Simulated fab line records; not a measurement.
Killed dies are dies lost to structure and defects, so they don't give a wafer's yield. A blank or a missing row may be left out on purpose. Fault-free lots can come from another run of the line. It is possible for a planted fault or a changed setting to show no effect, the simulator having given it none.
Split-lot study ; flow n5-finfet ; on a route of 1938 steps: 7 lots, 21 wafers read

== THE SPLIT ==
At N5_WELL_APT_COAT_19 (resist thk 950 nm), the setting spin-rpm was moved away from the recipe's 1357 rpm on 10 of the 21 wafers read, by -9.7% to +7.1%. The other wafers ran this setting at the recipe's value.

== FROM THE SPLIT TO THE READING: what the file shows between them, 5 steps ==
- N5_WELL_APT_EXPOSE_22: exposes mask PWELL, defocus 0 nm, target cd 200 nm (also split here: dose-mj)
- N5_WELL_APT_PEB_23: peb time 90 s
- N5_WELL_APT_DEVELOP_24: develop time 45 s
- N5_WELL_APT_HARDBAKE_29: time 120 s
- N5_WELL_APT_CD_MEAS_25: target cd 200 nm

== THE READING ==
coat_of_WELL_APT_COAT_19.thk-nm (the simulator's own value, which no gauge read), in nm, at N5_WELL_APT_DESCUM_30 (chemistry O2, time 7.9 s). The file gives no usual value for it. Average 933.2 nm, standard deviation 2.9 nm, over the 11 wafers here run with the recipe.

wafer;tool, chamber at the split;spin-rpm as run, rpm;against the recipe;coat_of_WELL_APT_COAT_19.thk-nm, nm;against lot-mates on the recipe
L081.1;litho-track-01, 0;1453;+7.1%;898.8;-31.2
L081.3;litho-track-01, 0;1357;recipe;930;-
L081.6;litho-track-01, 0;1453;+7.1%;898.1;-31.9
L086.2;litho-track-05, 0;1357;recipe;936;-
L086.5;litho-track-05, 0;1357;recipe;933.8;-
L086.6;litho-track-05, 0;1357;recipe;933.4;-
L087.3;litho-track-01, 0;1357;recipe;933.4;-
L087.4;litho-track-01, 0;1226;-9.7%;982.9;+49.5
L087.5;litho-track-01, 0;1226;-9.7%;982.8;+49.4
L093.1;litho-track-01, 0;1357;recipe;936.8;-
L093.3;litho-track-01, 0;1225;-9.7%;985;+48.2
L093.4;litho-track-01, 0;1225;-9.7%;984.3;+47.5
L094.2;litho-track-04, 0;1422;+4.8%;915;-24.0
L094.3;litho-track-04, 0;1357;recipe;939;-
L094.4;litho-track-04, 0;1422;+4.8%;914.6;-24.4
L095.1;litho-track-01, 0;1229;-9.4%;979.1;+48.4
L095.3;litho-track-01, 0;1357;recipe;931.4;-
L095.4;litho-track-01, 0;1357;recipe;930.1;-
L097.1;litho-track-01, 0;1357;recipe;930.9;-
L097.2;litho-track-01, 0;1357;recipe;930.6;-
L097.4;litho-track-01, 0;1426;+5.1%;907.2;-23.5

THE FIT
A straight line over all 21 wafers: coat_of_WELL_APT_COAT_19.thk-nm changes by -4.99 nm for each +1% of spin-rpm; r = -0.99; the points scatter about the line by 2.9 nm.
The same after taking each lot's own level away (the mean of its wafers on the recipe; 21 wafers): -4.91 nm for each +1%; r = -1.00; scatter 1.3 nm.
Per that fit: largest spin-rpm move, reading shift of 48 nm.
From 930.00 to 939.00 nm: that is the span of the lots' own levels, equal to 3.1 times the standard deviation above.
The two slopes are in agreement: the lot-to-lot level therefore moves the slope only a little.
Check: for one of the wafers moved furthest among these (-9.7%), held out of the fit, the line's prediction against its lot-mates is +48.5 nm. Against them it came out at +48.2 nm.

== OTHER SPLITS APPLIED TO THESE WAFERS ==
Other splits were also applied to these wafers ahead of the reading. Each is held against what the fit with the lots' levels taken away leaves over:
other split on the same wafers;wafers away from the commonest value;r with coat_of_WELL_APT_COAT_19.thk-nm (lot level and that fit taken away)
N5_WELL_APT_EXPOSE_22 dose-mj;10;-0.32

== THE WHOLE CHAIN: every reading that the file lists as answering this split, in the file's order ==
step;what it does;reading;change (the file's fit);r (the file's)
N5_WELL_APT_COAT_19;resist thk 950 nm;coat_of_WELL_APT_COAT_19.thk-nm (the simulator's own value, which no gauge read);-4.94 nm for each +1% of the setting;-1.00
N5_WELL_APT_DESCUM_30;chemistry O2, time 7.9 s;coat_of_WELL_APT_COAT_19.thk-nm (the simulator's own value, which no gauge read);-4.95 nm for each +1% of the setting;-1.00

== FILE'S OWN FIT ==
coat_of_WELL_APT_COAT_19.thk-nm changes by -4.95 nm for each +1% of spin-rpm, r = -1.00.
